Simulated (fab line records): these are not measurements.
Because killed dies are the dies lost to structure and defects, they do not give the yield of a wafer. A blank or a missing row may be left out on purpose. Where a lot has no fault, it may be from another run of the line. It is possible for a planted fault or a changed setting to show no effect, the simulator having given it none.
Chamber matching -- flow n5Finfet -- N5_BEOL_M10_DESCUM_33 on rieDiel-01: 4 sister chambers
The step chemistry O2, time 7.9 s. 4 wafers are shown with their chamber, then 8 later ones without.

== EACH WAFER AND ITS CHAMBER ==
wafer,chamber,throttleValvePct (%)
L088.1,3,20.09
L088.2,1,20.62
L088.3,0,20.15
L088.4,2,20.57

== WAFERS WITHOUT THEIR CHAMBER ==
wafer,throttleValvePct (%)
L088.5,20.08
L088.6,20.58
L092.2,20.60
L092.4,20.09
L092.5,20.59
L096.1,20.20
L096.3,20.65
L096.4,20.14

== THE CHAMBER EACH PASSED THROUGH ==
wafer,from the rows above,in truth
L088.5,3,3
L088.6,can't be placed: 2 or 1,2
L092.2,can't be placed: 1 or 2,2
L092.4,3,3
L092.5,can't be placed: 2 or 1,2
L096.1,0,0
L096.3,1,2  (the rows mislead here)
L096.4,can't be placed: 0 or 3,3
Correct placement for 3 of the 8. Not placeable from these rows: 4 (in 4, the candidates include the true chamber). Number placed wrongly: 1.
How it was worked out, from the rows above alone: a wafer's distance from a chamber is the root of the sum, over the readings, of the square of ((its reading less the chamber's mean) divided by the reading's scatter). The wafer belongs to the nearest chamber; if the next one is less than 2 further off, it can't be placed. Each chamber's mean is taken over the wafers shown for it. The scatter: with one shown wafer a chamber, the root of the mean of the squares of how far each hidden wafer lies from its nearest shown one.
